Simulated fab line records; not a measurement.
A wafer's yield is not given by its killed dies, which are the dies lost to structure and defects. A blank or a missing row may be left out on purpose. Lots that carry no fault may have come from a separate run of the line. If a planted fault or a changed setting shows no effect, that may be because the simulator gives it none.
Matching of chambers ; flow nand-harc ; NHARC_P_M0_ETCH_34 on rie-diel-02 has 4 sister chambers
The step etches the open film in N2/H2, target depth 40 nm, overetch 12 nm, time 43.94 s. 8 wafers are shown with their chamber, then 12 later ones without.

WAFERS, EACH WITH ITS CHAMBER
wafer;chamber;drypump-motor-current-A (A);showerhead-plenum-p-Torr (Torr)
L090.2;1;5.8;2.13
L090.5;3;5.8;2.02
L091.3;3;5.9;2.02
L091.5;0;4.8;1.98
L091.6;1;5.8;2.13
L092.2;2;6.3;1.92
L092.4;0;4.8;1.97
L092.5;2;6.3;1.92

WAFERS MISSING THEIR CHAMBER
wafer;drypump-motor-current-A (A);showerhead-plenum-p-Torr (Torr)
L093.2;6.3;1.92
L093.4;4.8;1.98
L093.6;4.8;1.97
L094.3;6.3;1.92
L094.4;5.8;2.02
L094.5;5.8;2.13
L095.3;4.8;1.97
L095.4;6.3;1.92
L095.6;4.8;1.97
L095.1;5.8;2.13
L095.2;5.8;2.02
L095.5;5.8;2.13

CHAMBER TAKEN BY EACH
wafer;from the rows above;in truth
L093.2;2;2
L093.4;0;0
L093.6;0;0
L094.3;2;2
L094.4;3;3
L094.5;1;1
L095.3;0;0
L095.4;2;2
L095.6;0;0
L095.1;1;1
L095.2;3;3
L095.5;1;1
Placed correctly: 12 of 12. Not placeable from these rows: 0. Wrongly placed: 0.
How it was worked out, from the rows above alone: a wafer's distance from a chamber is the root of the sum, over the readings, of the square of ((its reading less the chamber's mean) divided by the reading's scatter). If the next closest chamber is less than 2 further off than the closest, the wafer can't be placed; otherwise it belongs to the closest. A chamber's mean is the mean of its shown wafers. The scatter: take each reading less its chamber's mean, square it, sum over the shown wafers, divide by the number of wafers less the number of chambers, and take the root.
